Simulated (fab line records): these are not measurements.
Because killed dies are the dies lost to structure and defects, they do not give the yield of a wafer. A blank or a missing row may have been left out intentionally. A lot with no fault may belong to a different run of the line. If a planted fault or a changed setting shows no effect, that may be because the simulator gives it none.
Which of the tools did it?	flow n5Finfet	Sampling: 15 lots, 45 wafers, 2 of 1938 route steps

== WHAT THE GAUGES READ, wafer by wafer ==
N5_BEOL_M9_INSPECT_58: inspects for defects (darkfield).
lot	measured	on	rawDefectCount
L558	day 11 06:52	defectInspect-01	74 70 77
L560	day 11 07:08	defectInspect-01	56 55 66
L561	day 12 00:57	defectInspect-02	126 73 105
L564	day 12 01:54	defectInspect-02	49 28 49
L557	day 12 03:20	defectInspect-02	110 74 90
L566	day 12 19:59	defectInspect-02	66 54 101
L567	day 12 20:17	defectInspect-01	63 62 32
L568	day 12 20:31	defectInspect-01	75 104 87
L573	day 15 02:47	defectInspect-01	67 61 89
L575	day 15 03:04	defectInspect-01	70 62 61
L576	day 15 23:38	defectInspect-02	118 102 105
L577	day 16 08:02	defectInspect-02	97 85 85
L578	day 16 08:51	defectInspect-02	68 86 112
L579	day 16 17:03	defectInspect-01	64 52 73
L580	day 16 18:04	defectInspect-01	106 132 104

== EACH LOT AND THE TOOL THAT RAN IT (in order: tool; ch and the chambers of the sampled wafers; start) ==
lot	N5_BEOL_M9_SPUTTER_48
L558	pvdSputter-02, day 11 05:51
L560	pvdSputter-03, day 11 05:55
L561	pvdSputter-01, day 11 23:44
L564	pvdSputter-02, day 12 00:55
L557	pvdSputter-01, day 12 02:11
L566	pvdSputter-03, day 12 18:19
L567	pvdSputter-01, day 12 18:20
L568	pvdSputter-01, day 12 18:35
L573	pvdSputter-03, day 15 01:15
L575	pvdSputter-03, day 15 01:26
L576	pvdSputter-01, day 15 21:44
L577	pvdSputter-02, day 16 06:50
L578	pvdSputter-01, day 16 07:12
L579	pvdSputter-03, day 16 15:59
L580	pvdSputter-02, day 16 16:20
- N5_BEOL_M9_SPUTTER_48: material Cu, target thk 12 nm, time 2 s.

== WHAT THE TOOLS THEMSELVES READ (means of the sampled wafers that have a number; where no wafer has one, the mark that the record gives instead) ==
N5_BEOL_M9_SPUTTER_48.
lot	tool	biasV (V)	throttleValvePct (%)
L558	pvdSputter-02	59.9	28.5
L560	pvdSputter-03	59.3	29.0
L561	pvdSputter-01	60.1	30.7
L564	pvdSputter-02	59.9	29.3
L557	pvdSputter-01	60.7	30.7
L566	pvdSputter-03	59.8	29.6
L567	pvdSputter-01	59.8	31.2
L568	pvdSputter-01	60.2	31.4
L573	pvdSputter-03	59.0	30.2
L575	pvdSputter-03	59.9	29.7
L576	pvdSputter-01	60.4	31.1
L577	pvdSputter-02	60.3	29.0
L578	pvdSputter-01	59.7	30.6
L579	pvdSputter-03	60.1	29.6
L580	pvdSputter-02	59.9	28.9

== THE ANSWER, worked out from the rows above alone ==
Rule: the lots themselves supply what counts as usual. The widest of any qualifying gaps counts: lots, ordered by their means at a reading, are off when they make up no more than a third of the lots, leave a main group of 4 or more, and stand apart from it by 3 or more times the standard deviation of that group's means. Not used: any main group whose means are identical at the precision the tables above print for the reading. Also off: a lot with no number at a reading for which 4 or more lots have one. All remaining lots with rows at the step are treated as sound. First the gauges in route order, then the tools' own readings, where a lot's mean is used as printed above. At the first step where some lot is off, the reading lying furthest off is the one used; lots without a number count as furthest.
Nothing can be told from this: no lot is off at any reading shown.

== WHAT THE SIMULATOR HAD INSERTED ==
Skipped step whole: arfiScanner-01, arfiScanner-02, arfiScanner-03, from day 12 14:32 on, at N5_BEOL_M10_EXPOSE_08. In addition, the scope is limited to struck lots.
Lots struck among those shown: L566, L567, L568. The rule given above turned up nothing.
